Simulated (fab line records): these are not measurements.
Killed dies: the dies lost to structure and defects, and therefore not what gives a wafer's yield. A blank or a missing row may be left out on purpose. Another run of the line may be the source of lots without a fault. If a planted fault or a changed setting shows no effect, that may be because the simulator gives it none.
fab line records	flow n5-finfet
[record] lots = 11	wafers = 28	last-day = 17
route steps=1938 shown WELL_APT@55 BEOL_M4@1090 PASSIVATION@1936
lots untouched by any fault: they come from a run of this same line in which no faults occurred
start-h: the number of hours between the record's first day and the start of the first shown wafer of the lot	wait-h: how many hours have passed since the lot's step before this one	" repeats the value in the row above	L1.1+2: a row that stands for several wafers	- no value, or no start given	* or withheld: withheld	< > ~ a bound
route shown NAME@n: names a module that has steps shown in the file, with the first one's number in the route	usual: mean/standard deviation of fault-free wafers	same: alike in all rows	chamber/n: place in a boat	sites: readings site by site	_std_site: standard deviation of those values	_edge_site: inner sites' mean taken away from outer sites' mean	radius-mm: for every site, how far away it sits from the centre of the wafer	mask NAME#n: copy n	behind: the tool/chamber that last shaped the wafer	hold: reason for holding the lot/hours on hold/outcome of the hold	device: which transistor (n, p or np) failed to switch	end of line: the same wafers' tests at the end of the route	a step with no rows: only its recipe	killed: not the wafer's yield, but the dies lost to structure and defects at the first sort	map: dies across one wafer; x = killed, . = not, _ = none there
set.NAME: setting as actually run; set.NAME@STEP: the setting as run at that earlier step	model.NAME: the simulator's own value behind a step, which no gauge read
route steps across a sampled set of lots; one table per step, one row per wafer
services: the hour from which a tool's chamber was out of use, counted from the record's first day as start-h (under 0 if before that day), plus the number of hours and why
[[steps]]
[step N5_WELL_APT_EPI_41]
[recipe] material = Si	target-thk-a = 500	temp-c = 650	precursor = SiH4/H2	pressure-torr = 20	time-s = 297.7
[usual] throttle-valve-pct = 11.29/0.17
lot.wafer	tool	chamber	start-h	wait-h	throttle-valve-pct
L306.1	epi-rpcvd-04	0	16.27	0.0	11.42
L306.2	"	0	"	"	11.26
L307.2	epi-rpcvd-04	0	22.97	0.1	11.32
L307.3	"	0	"	"	11.33
L307.6	"	0	"	"	11.32
L308.1	epi-rpcvd-02	0	27.99	0.0	11.17
L308.3	"	0	"	"	11.23
L309.2	epi-rpcvd-01	0	34.44	0.1	11.34
L309.3	"	0	"	"	11.15
L309.6	"	0	"	"	11.26
L310.1	epi-rpcvd-01	0	40.58	0.0	11.17
L310.2	"	0	"	"	11.18
L310.5	"	0	"	"	11.12
L312.1	epi-rpcvd-01	0	52.06	0.0	11.12
L312.2	"	0	"	"	11.20
L312.6	"	0	"	"	11.45
L313.3	epi-rpcvd-01	0	58.48	0.2	11.16
L313.5	"	0	"	"	11.24
L314.1	epi-rpcvd-01	0	64.16	0.0	11.00
L314.3	"	0	"	"	11.29
L314.4	"	0	"	"	11.27
L321.3	epi-rpcvd-04	0	106.37	0.2	11.62
L321.4	"	0	"	"	11.46
L321.5	"	0	"	"	11.50
L327.4	epi-rpcvd-04	0	142.28	0.3	11.29
L327.6	"	0	"	"	11.31
L328.3	epi-rpcvd-01	0	148.12	0.2	11.22
L328.6	"	0	"	"	11.18
[step N5_BEOL_M4_SPUTTER_86]
[recipe] material = Cu	target-thk-a = 45	temp-c = -20	chamber-pressure-pa = 0.07	power-w = withheld	time-s = 8.29
[usual] throttle-valve-pct = 30.2/0.91
lot.wafer	tool	chamber	start-h	wait-h	throttle-valve-pct
L306.1	pvd-sputter-01	-	162.58	0.1	31.0
L306.2	"	-	"	"	30.6
L307.2	pvd-sputter-01	-	165.68	0.1	31.8
L307.3	"	-	"	"	29.5
L307.6	"	-	"	"	31.0
L308.1	pvd-sputter-01	-	170.02	0.1	30.9
L308.3	"	-	"	"	31.2
L309.2	pvd-sputter-03	-	191.16	0.1	29.5
L309.3	"	-	"	"	30.2
L309.6	"	-	"	"	30.0
L310.1	pvd-sputter-02	-	197.95	0.1	29.7
L310.2	"	-	"	"	29.2
L310.5	"	-	"	"	30.5
L312.1	pvd-sputter-02	-	202.25	0.1	30.4
L312.2	"	-	"	"	29.4
L312.6	"	-	"	"	28.9
L313.3	pvd-sputter-02	-	207.15	0.1	29.5
L313.5	"	-	"	"	30.3
L314.1	pvd-sputter-02	-	220.63	0.1	29.2
L314.3	"	-	"	"	29.7
L314.4	"	-	"	"	29.2
L321.3	pvd-sputter-01	-	273.34	0.1	30.7
L321.4	"	-	"	"	30.8
L321.5	"	-	"	"	30.4
L327.4	pvd-sputter-02	-	297.91	0.1	29.1
L327.6	"	-	"	"	30.2
L328.3	pvd-sputter-02	-	302.50	0.1	29.1
L328.6	"	-	"	"	28.9
[step N5_BEOL_M4_ANNEAL_95]
[recipe] temp-c = 400	time-s = 240	ambient = vacuum
[usual] heater-power-w = 807/88
lot.wafer	tool	chamber	start-h	wait-h	heater-power-w
L306.1	pvd-sputter-01	-	163.54	0.0	696
L306.2	"	-	"	"	770
L307.2	pvd-sputter-01	-	166.64	0.0	871
L307.3	"	-	"	"	992
L307.6	"	-	"	"	718
L308.1	pvd-sputter-01	-	170.98	0.0	775
L308.3	"	-	"	"	711
L309.2	pvd-sputter-03	-	192.12	0.0	903
L309.3	"	-	"	"	815
L309.6	"	-	"	"	800
L310.1	pvd-sputter-02	-	198.91	0.0	701
L310.2	"	-	"	"	712
L310.5	"	-	"	"	780
L312.1	pvd-sputter-02	-	203.21	0.0	782
L312.2	"	-	"	"	698
L312.6	"	-	"	"	841
L313.3	pvd-sputter-02	-	208.11	0.0	707
L313.5	"	-	"	"	757
L314.1	pvd-sputter-02	-	221.59	0.0	853
L314.3	"	-	"	"	708
L314.4	"	-	"	"	725
L321.3	pvd-sputter-01	-	274.30	0.0	769
L321.4	"	-	"	"	702
L321.5	"	-	"	"	786
L327.4	pvd-sputter-02	-	298.87	0.0	856
L327.6	"	-	"	"	752
L328.3	pvd-sputter-02	-	303.46	0.0	845
L328.6	"	-	"	"	843
[step N5_BEOL_M4_CMP_52]
[recipe] stop-on = SiOC	t-overpolish-s = 6.8	down-force-psi = 1	platen-rpm = 50	clearing-platen-down-force-psi = 1.5	clearing-platen-rpm = 50	post-cmp-clean = cu-alkaline	target-thk-nm = 40	clearing-platen-pad-velocity-m-s = 0.99484	pad-velocity-m-s = 0.99484
[usual] barrier-field-endpoint-s = 24.6/0.65	motor-current-A = 6.2/0.81	overpolish-run-s = 6.800/0.0088	pad-life-wafers = 864/670	time-to-endpoint-s = 63/3.3
[same] t-overpolish-s = 6.8
lot.wafer	tool	chamber	start-h	wait-h	barrier-field-endpoint-s	motor-current-A	overpolish-run-s	pad-life-wafers	time-to-endpoint-s
L306.1	cmp-03	2	164.31	0.3	24.0	5.3	6.798	277	62
L306.2	"	3	"	"	24.2	5.9	6.796	278	63
L307.2	cmp-03	3	167.28	0.2	24.1	5.5	6.823	300	63
L307.3	"	0	"	"	23.6	5.9	6.805	301	63
L307.6	"	0	"	"	23.6	6.1	6.807	-	61
L308.3	cmp-02	1	171.65	0.2	24.0	7.2	6.790	1807	64
L308.1	"	3	"	"	25.5	5.7	6.795	1809	66
L309.3	cmp-03	0	192.76	0.2	25.0	6.4	6.810	486	68
L309.2	"	3	"	"	25.0	5.4	6.800	489	66
L309.6	"	1	"	"	24.4	7.8	6.797	-	62
L310.1	cmp-02	3	199.63	0.3	23.9	5.7	6.800	1988	63
L310.2	"	0	"	"	24.3	5.3	6.799	1989	61
L310.5	"	2	"	"	24.7	6.3	6.794	-	63
L312.1	cmp-02	2	203.92	0.3	25.1	6.6	6.806	2000	65
L312.2	"	3	"	"	24.8	5.8	6.791	2001	65
L312.6	"	0	"	"	25.1	5.2	6.810	-	66
L313.3	cmp-02	0	208.82	0.2	25.3	5.4	6.808	2036	64
L313.5	"	2	"	"	25.5	6.4	6.791	-	68
L314.4	cmp-02	3	222.27	0.2	25.4	5.6	6.823	25	61
L314.3	"	0	"	"	25.3	5.6	6.802	26	67
L314.1	"	1	"	"	24.8	7.0	6.802	27	60
L321.3	cmp-02	0	274.97	0.2	23.9	5.4	6.799	457	63
L321.4	"	1	"	"	24.7	6.9	6.810	458	61
L321.5	"	3	"	"	24.9	5.5	6.797	-	63
L327.4	cmp-02	3	299.61	0.2	25.9	5.6	6.799	639	64
L327.6	"	1	"	"	24.3	6.5	6.801	-	58
L328.3	cmp-02	3	304.90	0.9	24.4	5.8	6.787	690	65
L328.6	"	0	"	"	25.8	5.3	6.793	-	65
[step N5_BEOL_M4_RC_MEAS_101]
[usual] CJ_N = 4.37/0.099	DIBL_N = 36.3/1.6	DIBL_P = 36.2/2	IOFF_N = 0.160/0.028	IOFF_P = 0.21/0.036	ION_N = 677/11	ION_P = 465/6.9	SS_N = 71.5/0.55	SS_P = 73.3/0.64	VT_N = 250/3	VT_P = -250/3.5
lot.wafer	tool	chamber	start-h	wait-h	CJ_N	DIBL_N[mV/V]	DIBL_P[mV/V]	IOFF_N[nA/um]	IOFF_P[nA/um]	ION_N[uA/um]	ION_P[uA/um]	SS_N[mV/dec]	SS_P[mV/dec]	VT_N[mV]	VT_P[mV]
L306.1	prober-01	0	164.88	0.0	4.45	40.7	40.5	0.246	0.30	688	472	71.9	73.7	243	-246
L306.2	"	0	"	"	4.38	39.1	38.7	0.186	0.25	671	466	72.2	74.2	247	-248
L307.2	prober-02	0	168.04	0.2	4.21	35.3	35.1	0.145	0.20	682	464	70.8	72.4	250	-248
L307.3	"	0	"	"	4.38	36.1	35.6	0.159	0.21	679	471	70.7	72.5	248	-247
L307.6	"	0	"	"	4.37	36.5	36.0	0.167	0.22	675	462	70.7	72.9	249	-251
L308.1	prober-01	0	172.22	0.0	4.31	32.7	32.0	0.112	0.15	668	454	70.4	72.0	253	-257
L308.3	"	0	"	"	4.42	35.3	35.6	0.149	0.19	671	462	71.5	72.9	249	-253
L309.2	prober-01	0	193.52	0.2	4.33	37.0	35.5	0.146	0.23	678	464	71.7	72.9	249	-247
L309.3	"	0	"	"	4.41	38.2	37.4	0.175	0.26	678	474	71.3	73.4	247	-245
L309.6	"	0	"	"	4.46	39.1	37.2	0.185	0.27	683	467	72.3	73.3	247	-243
L310.1	prober-01	0	200.16	0.0	4.24	33.3	33.7	0.114	0.15	660	456	70.6	72.6	256	-255
L310.2	"	0	"	"	4.46	34.5	34.8	0.136	0.17	679	470	70.5	72.8	255	-252
L310.5	"	0	"	"	4.42	34.5	33.9	0.139	0.16	669	457	71.2	73.1	252	-254
L312.1	prober-01	0	204.48	0.0	4.70	36.9	36.8	0.152	0.21	672	467	71.9	73.0	251	-252
L312.2	"	0	"	"	4.35	37.2	35.5	0.166	0.20	671	459	72.2	72.8	247	-250
L312.6	"	0	"	"	4.33	36.6	35.7	0.150	0.19	683	461	71.2	72.2	249	-250
L313.3	prober-01	0	209.69	0.3	4.76	37.6	40.5	0.211	0.27	694	478	71.5	74.6	244	-248
L313.5	"	0	"	"	4.33	34.8	36.5	0.154	0.20	683	464	70.9	73.0	248	-249
L314.1	prober-01	0	222.86	0.0	4.66	34.3	33.0	0.122	0.20	645	456	71.2	71.9	254	-250
L314.3	"	0	"	"	4.66	36.1	35.5	0.155	0.24	666	465	71.5	73.1	250	-245
L314.4	"	0	"	"	4.09	34.3	33.7	0.126	0.21	648	454	70.7	73.1	254	-246
L321.3	prober-01	0	275.85	0.3	4.43	39.2	41.0	0.242	0.30	688	471	72.4	74.4	243	-245
L321.4	"	0	"	"	4.46	36.6	37.4	0.177	0.23	682	470	72.3	73.9	247	-248
L321.5	"	0	"	"	4.44	36.7	37.9	0.181	0.24	679	469	72.8	73.5	247	-246
L327.4	prober-02	0	300.57	0.5	4.19	34.3	34.8	0.135	0.20	665	463	71.1	73.0	251	-249
L327.6	"	0	"	"	4.15	34.5	34.4	0.128	0.18	665	462	70.9	73.1	253	-252
L328.3	prober-01	0	306.05	0.3	4.38	36.7	35.4	0.172	0.21	682	463	71.5	73.3	247	-250
L328.6	"	0	"	"	4.43	35.5	34.4	0.151	0.20	684	465	71.0	73.7	246	-248
[step N5_PASSIVATION_PROBE_49]
[usual] defect-limited-yield = 91.2/1.5	killed_at_M0_to_M3 = 36/10	killed_at_M4_up = 13/6	killed-at-contacts = 11/5.2	killed-at-front-end = 40/11	killed-at-other = 3.1/2.9	killed-dies = 104/17	killed-open = 66/12	killed-short = 34/7.7	sort_bin_5_function = 5.1/0.91	sort_bin_6_memory = 3.2/0.67	sort_bin_8_speed = 0.00/0.0074	sort-n-pass = 1076/17	sort-yield-pct = 91.2/1.5
[same] gross-dies = 1180	killed-at-back-side = 0	sort_bin_4_leakage[%] = 0
lot.wafer	tool	chamber	start-h	wait-h	defect-limited-yield[%]	killed_at_M0_to_M3	killed_at_M4_up	killed-at-contacts	killed-at-front-end	killed-at-other	killed-dies	killed-open	killed-short	sort_bin_5_function[%]	sort_bin_6_memory[%]	sort_bin_8_speed[%]	sort-n-pass	sort-yield-pct[%]
L307.2	prober-01	-	272.63	0.1	88.9	26	21	14	61	9	131	85	36	6.3	3.6	0	1049	88.9
L307.3	prober-01	-	272.68	0.1	88.7	56	14	13	44	6	133	70	54	5.8	4.4	0	1047	88.7
L307.6	prober-01	-	272.83	0.3	92.8	18	7	19	39	2	85	42	34	3.3	2.7	0	1095	92.8
L308.1	prober-01	-	282.10	0.0	92.6	24	8	11	42	2	87	62	25	4.7	2.4	0	1093	92.6
L308.3	prober-01	-	282.20	0.1	92.5	35	8	8	31	6	88	49	36	4.3	2.8	0	1092	92.5
L306.1	prober-02	-	283.88	0.0	89.1	59	13	3	52	2	129	82	46	5.8	4.7	0	1051	89.1
L306.2	prober-02	-	283.93	0.1	88.3	59	16	10	51	2	138	90	43	6.5	4.6	0	1042	88.3
L309.2	prober-02	-	299.51	0.1	92.4	23	17	16	28	6	90	51	34	4.5	3.0	0	1090	92.4
L309.3	prober-02	-	299.56	0.1	91.7	34	21	10	32	1	98	60	35	5.5	2.6	0	1082	91.7
L309.6	prober-02	-	299.71	0.3	90.9	34	22	18	30	3	107	73	32	5.3	3.7	0	1073	90.9
L310.1	prober-01	-	301.01	0.3	91.7	37	23	11	18	9	98	69	24	4.5	3.3	0	1082	91.7
L310.2	prober-01	-	301.06	0.3	91.8	36	20	14	20	7	97	74	23	4.6	3.5	0	1083	91.8
L310.5	prober-01	-	301.21	0.5	88.9	46	22	9	43	11	131	84	37	5.8	4.3	0	1049	88.9
L312.1	prober-02	-	302.56	0.0	88.6	46	12	16	51	9	134	76	52	6.4	4.2	0	1046	88.6
L312.2	prober-02	-	302.61	0.1	91.0	32	11	22	38	3	106	69	34	5.7	3.2	0	1074	91.0
L312.6	prober-02	-	302.81	0.3	90.7	42	15	10	43	0	110	65	42	5.2	3.7	0	1070	90.7
L313.3	prober-01	-	310.75	0.1	89.7	35	11	21	50	5	122	77	42	5.6	4.2	0	1058	89.7
L313.5	prober-01	-	310.85	0.2	91.7	29	12	19	34	4	98	61	20	4.1	3.1	0	1082	91.7
L314.1	prober-02	-	327.20	0.1	91.4	35	17	12	34	4	102	64	35	4.7	3.6	0	1078	91.4
L314.3	prober-02	-	327.30	0.2	91.9	38	10	7	38	2	95	58	35	4.7	3.1	0	1085	91.9
L321.3	prober-01	-	378.28	0.1	93.4	34	4	7	32	1	78	56	20	2.9	3.6	0	1102	93.4
L321.4	prober-01	-	378.33	0.2	91.3	37	7	9	46	4	103	63	31	5.0	2.8	0	1077	91.3
L321.5	prober-01	-	378.38	0.2	89.4	53	13	15	42	2	125	62	55	5.9	3.9	0	1055	89.4
L327.4	prober-02	-	403.17	0.2	90.8	33	33	7	36	0	109	77	31	5.1	4.1	0	1071	90.8
L327.6	prober-02	-	403.27	0.3	91.2	34	18	8	44	0	104	71	24	4.9	2.7	0	1076	91.2
L328.3	prober-02	-	417.38	0.1	93.0	26	14	2	39	2	83	48	34	3.9	2.8	0	1097	93.0
L328.6	prober-02	-	417.53	0.3	91.2	27	12	11	50	4	104	66	37	5.3	3.0	0	1076	91.2
// killed by level:class
L307.2 FIN_SAQP:geometric-particle:open=22 MOL_CONTACT_COAG:geometric-particle:open=12 HKMG_FIN:area-etch=9 BEOL_M0_SAQP:geometric-particle:open=6 BEOL_M1:geometric-particle:short=6 DUMMY_GATE:geometric-particle:open=5 PAD_METAL:geometric-particle:open=5 BEOL_M1:geometric-particle:open=4
L307.3 BEOL_M0_SAQP:geometric-particle:open=16 BEOL_M0_SAQP:geometric-particle:short=13 GATE_CUT:geometric-particle:short=10 MOL_CONTACT_COAG:geometric-particle:open=9 BEOL_M2:geometric-particle:open=9 HKMG_FIN:area-etch=9 BEOL_M1:geometric-particle:short=7 FIN_SAQP:geometric-particle:open=6
L307.6 MOL_CONTACT_COAG:geometric-particle:open=11 HKMG_FIN:area-etch=8 MOL_CONTACT_COAG:geometric-particle:short=7 BEOL_M0_SAQP:geometric-particle:short=6 BEOL_M0_SAQP:geometric-particle:open=6 FIN_SAQP:geometric-particle:open=5 STI_FIN_REVEAL:geometric-particle:open=5 GATE_CUT:geometric-particle:short=4
L308.1 FIN_SAQP:geometric-particle:open=16 MOL_CONTACT_COAG:geometric-particle:open=8 BEOL_M0_SAQP:geometric-particle:open=8 STI_FIN_REVEAL:geometric-particle:open=7 BEOL_M1:geometric-particle:open=7 FIN_SAQP:geometric-particle:short=4 BEOL_M3:geometric-particle:open=4 STARTING-WAFER:geometric-particle:short=4
L308.3 BEOL_M0_SAQP:geometric-particle:open=9 FIN_SAQP:geometric-particle:open=8 BEOL_M0:geometric-particle:short=8 MOL_CONTACT_COAG:geometric-particle:open=5 BEOL_M0_SAQP:geometric-particle:short=5 FIN_SAQP:geometric-particle:short=4 BEOL_M1:geometric-particle:open=4 STI_FIN_REVEAL:geometric-particle:open=4
L306.1 BEOL_M0_SAQP:geometric-particle:short=14 STI_FIN_REVEAL:geometric-particle:open=12 FIN_SAQP:geometric-particle:open=9 BEOL_M1:geometric-particle:open=9 BEOL_M2:geometric-particle:open=9 BEOL_M0_SAQP:geometric-particle:open=8 GATE_CUT:geometric-particle:short=7 GATE_CUT:geometric-particle:open=5
L306.2 STI_FIN_REVEAL:geometric-particle:open=17 BEOL_M0_SAQP:geometric-particle:open=12 BEOL_M3:geometric-particle:open=11 FIN_SAQP:geometric-particle:open=10 BEOL_M0_SAQP:geometric-particle:short=9 FIN_SAQP:geometric-particle:short=8 MOL_CONTACT_COAG:geometric-particle:open=8 GATE_CUT:geometric-particle:short=5
L309.2 FIN_SAQP:geometric-particle:open=11 MOL_CONTACT_COAG:geometric-particle:open=8 MOL_CONTACT_COAG:geometric-particle:short=7 BEOL_M4:geometric-particle:open=7 BEOL_M3:geometric-particle:open=6 FIN_SAQP:geometric-particle:short=4 BEOL_M0_SAQP:geometric-particle:short=4 STARTING-WAFER:geometric-particle:open=4
L309.3 FIN_SAQP:geometric-particle:short=11 BEOL_M0_SAQP:geometric-particle:short=10 FIN_SAQP:geometric-particle:open=9 MOL_CONTACT_COAG:geometric-particle:open=9 BEOL_M0_SAQP:geometric-particle:open=9 BEOL_M1:geometric-particle:open=8 BEOL_M4:geometric-particle:open=5 BEOL_M6:geometric-particle:open=4
L309.6 MOL_CONTACT_COAG:geometric-particle:open=15 FIN_SAQP:geometric-particle:open=9 BEOL_M4:geometric-particle:open=7 BEOL_M0_SAQP:geometric-particle:short=6 BEOL_M1:geometric-particle:open=6 BEOL_M3:geometric-particle:open=6 BEOL_M0_SAQP:geometric-particle:open=5 BEOL_M4:geometric-particle:short=4
L310.1 BEOL_M1:geometric-particle:open=13 BEOL_M4:geometric-particle:open=10 MOL_CONTACT_COAG:geometric-particle:open=8 BEOL_M0:geometric-particle:open=7 STI_FIN_REVEAL:geometric-particle:open=6 BEOL_M0_SAQP:geometric-particle:open=6 BEOL_M4:geometric-particle:short=6 PASS1_CAP:geometric-particle:open=4
L310.2 BEOL_M4:geometric-particle:open=13 MOL_CONTACT_COAG:geometric-particle:open=12 BEOL_M0:geometric-particle:open=8 FIN_SAQP:geometric-particle:open=7 BEOL_M0_SAQP:geometric-particle:open=7 BEOL_M3:geometric-particle:open=7 BEOL_M0_SAQP:geometric-particle:short=5 FIN_SAQP:geometric-particle:short=4
L310.5 BEOL_M0_SAQP:geometric-particle:open=11 STI_FIN_REVEAL:geometric-particle:open=10 BEOL_M0_SAQP:geometric-particle:short=10 BEOL_M2:geometric-particle:open=10 BEOL_M4:geometric-particle:open=9 MOL_CONTACT_COAG:geometric-particle:open=7 BEOL_M3:geometric-particle:open=7 FIN_SAQP:geometric-particle:short=6
L312.1 BEOL_M0_SAQP:geometric-particle:short=16 BEOL_M0_SAQP:geometric-particle:open=11 FIN_SAQP:geometric-particle:short=10 STI_FIN_REVEAL:geometric-particle:open=10 MOL_CONTACT_COAG:geometric-particle:open=9 GATE_CUT:geometric-particle:short=8 BEOL_M0:geometric-particle:open=7 DUMMY_GATE:geometric-particle:open=6
L312.2 MOL_CONTACT_COAG:geometric-particle:open=20 FIN_SAQP:geometric-particle:short=10 STI_FIN_REVEAL:geometric-particle:open=9 BEOL_M2:geometric-particle:open=7 BEOL_M0_SAQP:geometric-particle:open=7 BEOL_M0_SAQP:geometric-particle:short=7 STI_FIN_REVEAL:geometric-particle:short=3 DUMMY_GATE:geometric-particle:short=3
L312.6 FIN_SAQP:geometric-particle:short=12 BEOL_M0_SAQP:geometric-particle:short=11 MOL_CONTACT_COAG:geometric-particle:open=10 BEOL_M0_SAQP:geometric-particle:open=9 BEOL_M1:geometric-particle:open=8 STI_FIN_REVEAL:geometric-particle:open=6 BEOL_M3:geometric-particle:open=6 BEOL_M4:geometric-particle:open=5
L313.3 FIN_SAQP:geometric-particle:short=25 MOL_CONTACT_COAG:geometric-particle:open=15 BEOL_M1:geometric-particle:open=12 FIN_SAQP:geometric-particle:open=7 STI_FIN_REVEAL:geometric-particle:open=7 BEOL_M3:geometric-particle:open=6 BEOL_M2:geometric-particle:open=5 MOL_CONTACT_COAG:geometric-particle:short=5
L313.5 MOL_CONTACT_COAG:geometric-particle:open=15 HKMG_FIN:area-etch=11 BEOL_M1:geometric-particle:open=7 BEOL_M0_SAQP:geometric-particle:open=6 BEOL_M3:geometric-particle:open=6 STI_FIN_REVEAL:geometric-particle:open=5 FIN_SAQP:geometric-particle:short=4 BEOL_M2:geometric-particle:open=4
L314.1 STI_FIN_REVEAL:geometric-particle:open=16 MOL_CONTACT_COAG:geometric-particle:open=10 BEOL_M0_SAQP:geometric-particle:short=9 BEOL_M1:geometric-particle:open=7 BEOL_M0_SAQP:geometric-particle:open=5 BEOL_M2:geometric-particle:open=5 BEOL_M4:geometric-particle:open=5 BEOL_M1:geometric-particle:short=4
L314.3 BEOL_M0_SAQP:geometric-particle:open=11 ILD0:geometric-particle:open=9 BEOL_M1:geometric-particle:open=9 BEOL_M0_SAQP:geometric-particle:short=7 DUMMY_GATE:geometric-particle:open=5 ILD0:geometric-particle:short=5 MOL_CONTACT_COAG:geometric-particle:open=5 BEOL_M2:geometric-particle:short=5
L321.3 BEOL_M1:geometric-particle:open=11 FIN_SAQP:geometric-particle:open=6 DUMMY_GATE:geometric-particle:open=6 MOL_CONTACT_COAG:geometric-particle:open=6 BEOL_M0_SAQP:geometric-particle:short=6 BEOL_M0_SAQP:geometric-particle:open=6 BEOL_M3:geometric-particle:open=4 FIN_SAQP:geometric-particle:short=4
L321.4 BEOL_M0_SAQP:geometric-particle:short=10 BEOL_M0_SAQP:geometric-particle:open=10 MOL_CONTACT_COAG:geometric-particle:open=9 HKMG_FIN:area-etch=8 FIN_SAQP:geometric-particle:short=7 DUMMY_GATE:geometric-particle:open=7 FIN_SAQP:geometric-particle:open=6 GATE_CUT:geometric-particle:open=5
L321.5 BEOL_M0_SAQP:geometric-particle:short=24 BEOL_M0_SAQP:geometric-particle:open=17 MOL_CONTACT_COAG:geometric-particle:open=8 FIN_SAQP:geometric-particle:open=7 MOL_CONTACT_COAG:geometric-particle:short=7 BEOL_M4:geometric-particle:open=7 HKMG_FIN:area-etch=7 FIN_SAQP:geometric-particle:short=5
L327.4 BEOL_M4:geometric-particle:open=21 BEOL_M0_SAQP:geometric-particle:open=9 FIN_SAQP:geometric-particle:open=8 GATE_CUT:geometric-particle:short=6 BEOL_M1:geometric-particle:open=6 STI_FIN_REVEAL:geometric-particle:open=5 MOL_CONTACT_COAG:geometric-particle:open=5 BEOL_M2:geometric-particle:open=5
L327.6 FIN_SAQP:geometric-particle:open=14 BEOL_M3:geometric-particle:open=11 BEOL_M4:geometric-particle:open=10 HKMG_FIN:area-etch=9 MOL_CONTACT_COAG:geometric-particle:open=8 BEOL_M0_SAQP:geometric-particle:open=8 FIN_SAQP:geometric-particle:short=7 BEOL_M0_SAQP:geometric-particle:short=6
L328.3 FIN_SAQP:geometric-particle:open=10 BEOL_M3:geometric-particle:open=8 FIN_SAQP:geometric-particle:short=7 BEOL_M0_SAQP:geometric-particle:open=7 BEOL_M4:geometric-particle:open=6 GATE_CUT:geometric-particle:short=5 BEOL_M0_SAQP:geometric-particle:short=5 SPACER0:geometric-particle:short=3
L328.6 FIN_SAQP:geometric-particle:short=16 FIN_SAQP:geometric-particle:open=14 BEOL_M3:geometric-particle:open=10 MOL_CONTACT_COAG:geometric-particle:open=9 STI_FIN_REVEAL:geometric-particle:open=7 BEOL_M0_SAQP:geometric-particle:open=7 BEOL_M4:geometric-particle:open=5 STARTING-WAFER:geometric-particle:open=3
[[services]]
tool	chamber	start-h	hours	kind
pvd-sputter-02	-	8.96	1.4	repair
cmp-03	-	25.54	1.7	repair
pvd-sputter-02	-	44.22	8.3	repair
cmp-03	-	60.29	2.4	repair
cmp-03	-	92.18	1.3	repair
cmp-03	-	96.87	0.2	repair
pvd-sputter-01	-	107.88	1.9	repair
pvd-sputter-03	-	117.71	8.4	repair
cmp-03	-	121.05	4.0	pm
cmp-03	-	158.33	3.9	pm
cmp-02	-	182.60	0.2	repair
epi-rpcvd-01	-	186.90	4.7	repair
cmp-03	-	189.04	0.4	repair
cmp-03	-	195.48	1.7	repair
cmp-02	-	200.56	2.4	repair
cmp-02	-	215.42	4.0	pm
cmp-03	-	235.56	1.1	repair
epi-rpcvd-01	-	238.30	8.1	pm
cmp-03	-	243.89	5.3	pm
cmp-02	-	244.01	1.5	repair
epi-rpcvd-01	-	260.25	1.9	repair
pvd-sputter-01	-	265.60	4.9	repair
epi-rpcvd-01	-	272.17	0.5	pm
cmp-02	-	287.69	1.8	repair
[[key]]
[first-sign] step = N5_BEOL_M4_RC_MEAS_101	reading = CJ_N	direction = up	sigmas = 3.3	usual = 4.37	struck = 4.69
effect none on later readings
met-at N5_WELL_APT_EPI_41
struck-lots L312,L313,L314
struck-wafers L312.1,L313.3,L314.1,L314.3
[baseline-loss] step = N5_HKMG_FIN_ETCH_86	wafers = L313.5
not-acting-at N5_BEOL_M4_SPUTTER_86,N5_BEOL_M4_ANNEAL_95,N5_BEOL_M4_CMP_52
onset-between 40.58 52.06
[fault] kind = process-parameter-drift	tool = epi-rpcvd-01	chamber = -	onset-h = 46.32	steps = N5_WELL_APT_EPI_41	channel = target-thk-a	offset = *	shape = step	end-h = 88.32	scope = struck-wafers-only	acts-in = *	stated = *
// baseline-loss: these wafers lose ten dies or more at that step, a loss of the line's own and not of a fault; the sort's usual values leave them out
